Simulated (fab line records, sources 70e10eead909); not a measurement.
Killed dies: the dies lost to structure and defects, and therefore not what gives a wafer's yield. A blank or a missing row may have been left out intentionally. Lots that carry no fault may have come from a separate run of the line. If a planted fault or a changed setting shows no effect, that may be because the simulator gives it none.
One fault through the eyes of 3 desks	flow nand_harc	each desk has only its own numbers; what lay behind them comes last

== THE DEFECT DESK ==
Per lot, the means of the sampled wafers with a number show what the inspections along the route counted. Marked OUT: a lot whose mean sits more than 4 standard deviations from the usual mean, which makes it out of limits; the brackets give that distance.
Columns: A = raw_defect_count at NHARC_P_START_INSPECT_01, usual 3.5
lot	first seen here	A
L257	day 1 20:02	2.7
L258	day 2 06:02	1.7
L261	day 3 12:02	3.3
L262	day 3 22:03	2.7
L265	day 5 04:02	4.7
L266	day 5 14:02	4.3
L267	day 6 00:02	4.7
L269	day 6 20:02	4.0
L275	day 9 08:02	3.7
L276	day 9 18:02	3.0
L277	day 10 04:02	4.0
L278	day 10 14:02	3.7
L279	day 11 00:02	6.0
L280	day 11 10:02	4.3
This desk found nothing out of limits on any of the 14 lots.

== METROLOGY DESK ==
What the gauges read, lot by lot, whatever tool the lot ran on: means of the sampled wafers that have a number. Marked OUT: a lot whose mean sits more than 4 standard deviations from the usual mean, which makes it out of limits; the brackets give that distance.
Columns: A = cd_nm at NHARC_P_GATE_CD_MEAS_26, usual 119.9 nm
lot	first seen here	A
L257	day 4 22:01	119.2
L258	day 5 12:46	119.4
L261	day 6 20:08	119.9
L262	day 7 02:38	120.1
L265	day 8 14:11	119.7
L266	day 8 15:37	119.9
L267	day 9 13:25	120.1
L269	day 11 01:40	120.3
L275	day 12 18:39	158.3 (+70) OUT
L276	day 13 06:12	119.7
L277	day 13 17:41	155.8 (+65) OUT
L279	day 13 23:35	120.2
L278	day 14 00:08	120.5
L280	day 14 12:04	119.7
Finding of this desk: L275, L277 out of limits; the first was L275 at day 12 18:39, on cd_nm at NHARC_P_GATE_CD_MEAS_26. Within limits: L257, L258, L261, L262, L265, L266, L267, L269, L276, L279, L278, L280.

== THE TOOL OWNER'S DESK: litho_track-01 ==
The tool's own readings at NHARC_P_GATE_PEB_24 (peb time 65 s): means of the sampled wafers that have a number, for each lot that ran on this tool. Marked OUT: a lot whose mean sits more than 4 standard deviations from the usual mean, which makes it out of limits; the brackets give that distance.
Columns: A = heater_power_total_W at NHARC_P_GATE_PEB_24, usual 156.6 W; B = plate_temp_C at NHARC_P_GATE_PEB_24, usual 99.98 C; C = resist_line_temp_C at NHARC_P_GATE_PEB_24, usual 23.01 C
lot	first seen here	A	B	C
L262	day 7 02:34	156.5	99.95	22.98
L266	day 8 15:32	156.6	100.01	23.06
L267	day 9 13:20	156.6	99.96	23.02
L269	day 11 01:35	156.4	100.03	22.89
L275	day 12 18:34	138.9 (-41) OUT	91.57 (-56) OUT	23.04
L277	day 13 17:37	138.6 (-42) OUT	91.38 (-57) OUT	22.97
Finding of this desk: L275, L277 out of limits; the first was L275 at day 12 18:34, on heater_power_total_W at NHARC_P_GATE_PEB_24. Within limits: L262, L266, L267, L269.

== BROUGHT TOGETHER ==
At day 12 18:34, on L275, L277, the tool owner's desk was in a position to raise an alarm.
The metrology desk could have raised an alarm at day 12 18:39, on L275, L277.
Nothing the defect desk looked at was out of limits.
The defect desk has L275, L277 on record, within its limits.
On litho_track-01, each named lot ran NHARC_P_GATE_PEB_24.

== WHAT HAD BEEN PUT IN BY THE SIMULATOR ==
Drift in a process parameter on litho_track-01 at NHARC_P_GATE_PEB_24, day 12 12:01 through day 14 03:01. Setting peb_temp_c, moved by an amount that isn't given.
Lots struck among those shown: L275, L277.
Fault start to first reading out of limits, in hours, per desk: tool owner, 7; metrology, 7.
